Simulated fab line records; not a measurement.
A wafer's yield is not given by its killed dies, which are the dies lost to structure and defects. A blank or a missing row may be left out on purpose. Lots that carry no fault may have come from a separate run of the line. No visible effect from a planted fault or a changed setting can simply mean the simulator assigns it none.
Which tool is to blame? || flow nand-harc || 14 lots with 42 wafers sampled at 5 steps, on a route of 1302 steps

WHAT THE GAUGES READ, wafer by wafer
NHARC_END_SORT_01.
{"lot": "L678", "measured": "day 29 14:22", "on": "prober-02", "killed-at-array": "114 112 109", "killed-at-other": "0 0 0", "killed-at-periphery": "5 2 3", "killed-dies": "119 114 112", "killed-open": "6 0 0", "killed-short": "5 5 5"}
{"lot": "L680", "measured": "day 31 03:18", "on": "prober-01", "killed-at-array": "122 167 123", "killed-at-other": "5 3 4", "killed-at-periphery": "2 0 3", "killed-dies": "129 170 130", "killed-open": "1 2 1", "killed-short": "1 1 4"}

TOOL THAT RAN EACH LOT (tool first, then ch and the chambers of the sampled wafers, then the start)
{"lot": "L664", "NHARC_A_ONON_D2_DEP_19": "pecvd-onon-03 ch 0, day 13 10:59", "NHARC_THIN_TSV_DEP_43": "pecvd-04 ch 0,1, day 24 02:08", "NHARC_THIN_TSV_DEP_47": "pecvd-04 ch 0,1, day 24 04:38", "NHARC_THIN_TSV_PVD_19": "pvd-sputter-03, no start"}
{"lot": "L666", "NHARC_A_ONON_D2_DEP_19": "pecvd-onon-02 ch 0, day 14 03:16", "NHARC_THIN_TSV_DEP_43": "pecvd-03 ch 1,2, day 24 12:32", "NHARC_THIN_TSV_DEP_47": "pecvd-01 ch 0,1,2, day 24 15:17", "NHARC_THIN_TSV_PVD_19": "pvd-sputter-01, no start"}
{"lot": "L668", "NHARC_A_ONON_D2_DEP_19": "pecvd-onon-03 ch 0, day 14 23:19", "NHARC_THIN_TSV_DEP_43": "pecvd-04 ch 0,1, day 25 19:25", "NHARC_THIN_TSV_DEP_47": "pecvd-04 ch 0,1,2, day 25 22:10", "NHARC_THIN_TSV_PVD_19": "pvd-sputter-02, no start"}
{"lot": "L669", "NHARC_A_ONON_D2_DEP_19": "pecvd-onon-04 ch 0, day 14 23:19", "NHARC_THIN_TSV_DEP_43": "pecvd-01 ch 0,1,2, day 25 18:17", "NHARC_THIN_TSV_DEP_47": "pecvd-04 ch 0,1,2, day 25 20:57", "NHARC_THIN_TSV_PVD_19": "pvd-sputter-02, no start"}
{"lot": "L670", "NHARC_A_ONON_D2_DEP_19": "pecvd-onon-02 ch 0, day 15 18:10", "NHARC_THIN_TSV_DEP_43": "pecvd-03 ch 1,2, day 26 06:21", "NHARC_THIN_TSV_DEP_47": "pecvd-01 ch 1,2, day 26 09:06", "NHARC_THIN_TSV_PVD_19": "pvd-sputter-03, no start"}
{"lot": "L671", "NHARC_A_ONON_D2_DEP_19": "pecvd-onon-03 ch 0, day 16 10:59", "NHARC_THIN_TSV_DEP_43": "pecvd-03 ch 0,1, day 27 09:55", "NHARC_THIN_TSV_DEP_47": "pecvd-01 ch 1,2, day 27 12:43", "NHARC_THIN_TSV_PVD_19": "pvd-sputter-03, no start"}
{"lot": "L672", "NHARC_A_ONON_D2_DEP_19": "pecvd-onon-04 ch 0, day 17 00:27", "NHARC_THIN_TSV_DEP_43": "pecvd-03 ch 0,2, day 27 08:41", "NHARC_THIN_TSV_DEP_47": "pecvd-01 ch 0,2, day 27 11:28", "NHARC_THIN_TSV_PVD_19": "pvd-sputter-01, no start"}
{"lot": "L674", "NHARC_A_ONON_D2_DEP_19": "pecvd-onon-02 ch 0, day 17 14:33", "NHARC_THIN_TSV_DEP_43": "pecvd-01 ch 1,2, day 28 00:04", "NHARC_THIN_TSV_DEP_47": "pecvd-03 ch 0,1,2, day 28 02:37", "NHARC_THIN_TSV_PVD_19": "pvd-sputter-03, no start"}
{"lot": "L677", "NHARC_A_ONON_D2_DEP_19": "pecvd-onon-04 ch 0, day 18 17:47", "NHARC_THIN_TSV_DEP_43": "pecvd-04 ch 1,2, day 29 05:38", "NHARC_THIN_TSV_DEP_47": "pecvd-04 ch 0,1, day 29 08:10", "NHARC_THIN_TSV_PVD_19": "pvd-sputter-02, no start"}
{"lot": "L678", "NHARC_A_ONON_D2_DEP_19": "pecvd-onon-02 ch 0, day 18 17:47", "NHARC_THIN_TSV_DEP_43": "pecvd-04 ch 0,1,2, day 28 21:45", "NHARC_THIN_TSV_DEP_47": "pecvd-01 ch 1,2, day 29 00:26", "NHARC_THIN_TSV_PVD_19": "pvd-sputter-03, day 29 14:22 or earlier"}
{"lot": "L680", "NHARC_A_ONON_D2_DEP_19": "pecvd-onon-02 ch 0, day 19 17:26", "NHARC_THIN_TSV_DEP_43": "pecvd-04 ch 0,2, day 30 09:20", "NHARC_THIN_TSV_DEP_47": "pecvd-04 ch 1,2, day 30 12:01", "NHARC_THIN_TSV_PVD_19": "pvd-sputter-02, day 31 03:18 or earlier"}
{"lot": "L683", "NHARC_A_ONON_D2_DEP_19": "pecvd-onon-04 ch 0, day 20 16:28", "NHARC_THIN_TSV_DEP_43": "pecvd-04 ch 0,1,2, day 32 01:43", "NHARC_THIN_TSV_DEP_47": "pecvd-04 ch 1,2, day 32 04:25", "NHARC_THIN_TSV_PVD_19": "pvd-sputter-02, no start"}
{"lot": "L685", "NHARC_A_ONON_D2_DEP_19": "pecvd-onon-03 ch 0, day 21 15:01", "NHARC_THIN_TSV_DEP_43": "pecvd-03 ch 0,1, day 32 11:46", "NHARC_THIN_TSV_DEP_47": "pecvd-04 ch 0,2, day 32 14:26", "NHARC_THIN_TSV_PVD_19": "pvd-sputter-03, no start"}
{"lot": "L686", "NHARC_A_ONON_D2_DEP_19": "pecvd-onon-03 ch 0, day 22 17:05", "NHARC_THIN_TSV_DEP_43": "pecvd-03 ch 0,1,2, day 32 23:43", "NHARC_THIN_TSV_DEP_47": "pecvd-04 ch 0,1,2, day 33 02:12", "NHARC_THIN_TSV_PVD_19": "pvd-sputter-02, no start"}
- NHARC_A_ONON_D2_DEP_19: target thk 1000 nm.
- NHARC_THIN_TSV_DEP_43: deposits SiO2, target thk 1328.5 nm.
- NHARC_THIN_TSV_DEP_47: deposits SiO2, target thk 200 nm.
- NHARC_THIN_TSV_PVD_19: deposits TaN, target thk 20 nm.

WHAT THE TOOLS THEMSELVES READ (means of the sampled wafers that have a number; where no wafer has one, the mark that the record gives instead)
NHARC_A_ONON_D2_DEP_19.
{"lot": "L664", "tool": "pecvd-onon-03", "n2o-flow-sccm (sccm)": 2007}
{"lot": "L666", "tool": "pecvd-onon-02", "n2o-flow-sccm (sccm)": 1990}
{"lot": "L668", "tool": "pecvd-onon-03", "n2o-flow-sccm (sccm)": 2007}
{"lot": "L669", "tool": "pecvd-onon-04", "n2o-flow-sccm (sccm)": 2000}
{"lot": "L670", "tool": "pecvd-onon-02", "n2o-flow-sccm (sccm)": 2014}
{"lot": "L671", "tool": "pecvd-onon-03", "n2o-flow-sccm (sccm)": 1998}
{"lot": "L672", "tool": "pecvd-onon-04", "n2o-flow-sccm (sccm)": 1999}
{"lot": "L674", "tool": "pecvd-onon-02", "n2o-flow-sccm (sccm)": 2002}
{"lot": "L677", "tool": "pecvd-onon-04", "n2o-flow-sccm (sccm)": 1999}
{"lot": "L678", "tool": "pecvd-onon-02", "n2o-flow-sccm (sccm)": 1989}
{"lot": "L680", "tool": "pecvd-onon-02", "n2o-flow-sccm (sccm)": 2006}
{"lot": "L683", "tool": "pecvd-onon-04", "n2o-flow-sccm (sccm)": 1999}
{"lot": "L685", "tool": "pecvd-onon-03", "n2o-flow-sccm (sccm)": 1998}
{"lot": "L686", "tool": "pecvd-onon-03", "n2o-flow-sccm (sccm)": 1997}

NHARC_THIN_TSV_DEP_43.
{"lot": "L664", "tool": "pecvd-04", "throttle-valve-pct (%)": 16.0}
{"lot": "L666", "tool": "pecvd-03", "throttle-valve-pct (%)": 16.0}
{"lot": "L668", "tool": "pecvd-04", "throttle-valve-pct (%)": 16.1}
{"lot": "L669", "tool": "pecvd-01", "throttle-valve-pct (%)": 16.6}
{"lot": "L670", "tool": "pecvd-03", "throttle-valve-pct (%)": 16.1}
{"lot": "L671", "tool": "pecvd-03", "throttle-valve-pct (%)": 16.1}
{"lot": "L672", "tool": "pecvd-03", "throttle-valve-pct (%)": 15.7}
{"lot": "L674", "tool": "pecvd-01", "throttle-valve-pct (%)": 16.3}
{"lot": "L677", "tool": "pecvd-04", "throttle-valve-pct (%)": 15.6}
{"lot": "L678", "tool": "pecvd-04", "throttle-valve-pct (%)": 15.7}
{"lot": "L680", "tool": "pecvd-04", "throttle-valve-pct (%)": 15.7}
{"lot": "L683", "tool": "pecvd-04", "throttle-valve-pct (%)": 15.8}
{"lot": "L685", "tool": "pecvd-03", "throttle-valve-pct (%)": 16.1}
{"lot": "L686", "tool": "pecvd-03", "throttle-valve-pct (%)": 15.9}

NHARC_THIN_TSV_DEP_47.
{"lot": "L664", "tool": "pecvd-04", "throttle-valve-pct (%)": 16.0}
{"lot": "L666", "tool": "pecvd-01", "throttle-valve-pct (%)": 16.3}
{"lot": "L668", "tool": "pecvd-04", "throttle-valve-pct (%)": 15.9}
{"lot": "L669", "tool": "pecvd-04", "throttle-valve-pct (%)": 16.0}
{"lot": "L670", "tool": "pecvd-01", "throttle-valve-pct (%)": 16.1}
{"lot": "L671", "tool": "pecvd-01", "throttle-valve-pct (%)": 16.3}
{"lot": "L672", "tool": "pecvd-01", "throttle-valve-pct (%)": 16.7}
{"lot": "L674", "tool": "pecvd-03", "throttle-valve-pct (%)": 16.0}
{"lot": "L677", "tool": "pecvd-04", "throttle-valve-pct (%)": 15.7}
{"lot": "L678", "tool": "pecvd-01", "throttle-valve-pct (%)": 16.5}
{"lot": "L680", "tool": "pecvd-04", "throttle-valve-pct (%)": 15.7}
{"lot": "L683", "tool": "pecvd-04", "throttle-valve-pct (%)": 15.7}
{"lot": "L685", "tool": "pecvd-04", "throttle-valve-pct (%)": 15.9}
{"lot": "L686", "tool": "pecvd-04", "throttle-valve-pct (%)": 15.8}

NHARC_THIN_TSV_PVD_19.
{"lot": "L664", "tool": "pvd-sputter-03", "throttle-valve-pct (%)": 29.5}
{"lot": "L666", "tool": "pvd-sputter-01", "throttle-valve-pct (%)": 29.3}
{"lot": "L668", "tool": "pvd-sputter-02", "throttle-valve-pct (%)": 30.2}
{"lot": "L669", "tool": "pvd-sputter-02", "throttle-valve-pct (%)": 29.5}
{"lot": "L670", "tool": "pvd-sputter-03", "throttle-valve-pct (%)": 29.4}
{"lot": "L671", "tool": "pvd-sputter-03", "throttle-valve-pct (%)": 29.5}
{"lot": "L672", "tool": "pvd-sputter-01", "throttle-valve-pct (%)": 29.9}
{"lot": "L674", "tool": "pvd-sputter-03", "throttle-valve-pct (%)": 30.0}
{"lot": "L677", "tool": "pvd-sputter-02", "throttle-valve-pct (%)": 30.2}
{"lot": "L678", "tool": "pvd-sputter-03", "throttle-valve-pct (%)": 29.1}
{"lot": "L680", "tool": "pvd-sputter-02", "throttle-valve-pct (%)": 29.7}
{"lot": "L683", "tool": "pvd-sputter-02", "throttle-valve-pct (%)": 30.0}
{"lot": "L685", "tool": "pvd-sputter-03", "throttle-valve-pct (%)": 29.4}
{"lot": "L686", "tool": "pvd-sputter-02", "throttle-valve-pct (%)": 29.7}

THE ANSWER, worked out from the rows above alone
Rule: the lots themselves supply what counts as usual. The widest of any qualifying gaps counts: lots, ordered by their means at a reading, are off when they make up no more than a third of the lots, leave a main group of 4 or more, and stand apart from it by 3 or more times the standard deviation of that group's means. Not used: any main group whose means are identical at the precision the tables above print for the reading. Also off: a lot with no number at a reading for which 4 or more lots have one. The other lots that the step has rows for count as sound. After the gauges, taken in route order, come the tools' own readings; for these a lot's mean is taken, as printed above. At the first step where some lot is off, the reading lying furthest off is the one used; lots without a number count as furthest.
No lot is off at any reading shown: from this, nothing can be told.

WHAT THE SIMULATOR HAD INSERTED
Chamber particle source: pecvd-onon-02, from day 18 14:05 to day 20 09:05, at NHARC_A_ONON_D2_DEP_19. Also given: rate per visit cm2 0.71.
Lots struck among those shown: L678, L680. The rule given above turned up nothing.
